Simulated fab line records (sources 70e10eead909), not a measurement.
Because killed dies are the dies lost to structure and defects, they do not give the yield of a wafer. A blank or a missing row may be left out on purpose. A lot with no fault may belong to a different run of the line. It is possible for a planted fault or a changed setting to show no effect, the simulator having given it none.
Chamber matching ; flow nand-harc ; NHARC_A_CHANNEL_FILL_D2_ALD_25 on ald-hk-04 has 4 sister chambers
The step deposits SiOx, target thk 60 nm, pulse time 10 s, ald cycles 600. 8 wafers are shown with their chamber, then 7 later ones without.

WAFERS WITH THEIR CHAMBER
wafer;chamber;heater-power-w (W);precursor-pulse-height-rel
L921.6;1;399;0.998
L923.6;2;550;0.978
L924.5;0;581;0.994
L938.1;3;419;0.996
L938.2;2;553;0.964
L938.5;0;551;0.983
L940.3;1;399;0.999
L940.1;3;424;1.000

WAFERS WHOSE CHAMBER IS MISSING
wafer;heater-power-w (W);precursor-pulse-height-rel
L940.4;559;0.960
L942.1;567;0.967
L942.4;411;1.039
L942.6;561;0.980
L943.2;409;0.973
L943.1;404;0.983
L943.5;562;0.984

CHAMBER TAKEN BY EACH
wafer;from the rows above;in truth
L940.4;2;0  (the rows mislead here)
L942.1;can't be placed: 2 or 0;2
L942.4;can't be placed: 1 or 3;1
L942.6;can't be placed: 0 or 2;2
L943.2;can't be placed: 3 or 1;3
L943.1;can't be placed: 1 or 3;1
L943.5;can't be placed: 0 or 2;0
Placed correctly: 0 of 7. Unplaceable from these rows: 6, with the true chamber sitting among the candidates in 6. Number placed wrongly: 1.
How it was worked out, from the rows above alone: a wafer's distance from a chamber is the root of the sum, over the readings, of the square of ((its reading less the chamber's mean) divided by the reading's scatter). The wafer belongs to the nearest chamber; if the next one is less than 2 further off, it can't be placed. A chamber's mean is the mean of its shown wafers. The scatter is the square root of a quotient: the sum, over the shown wafers, of each reading's squared deviation from its chamber's mean, divided by wafers minus chambers.
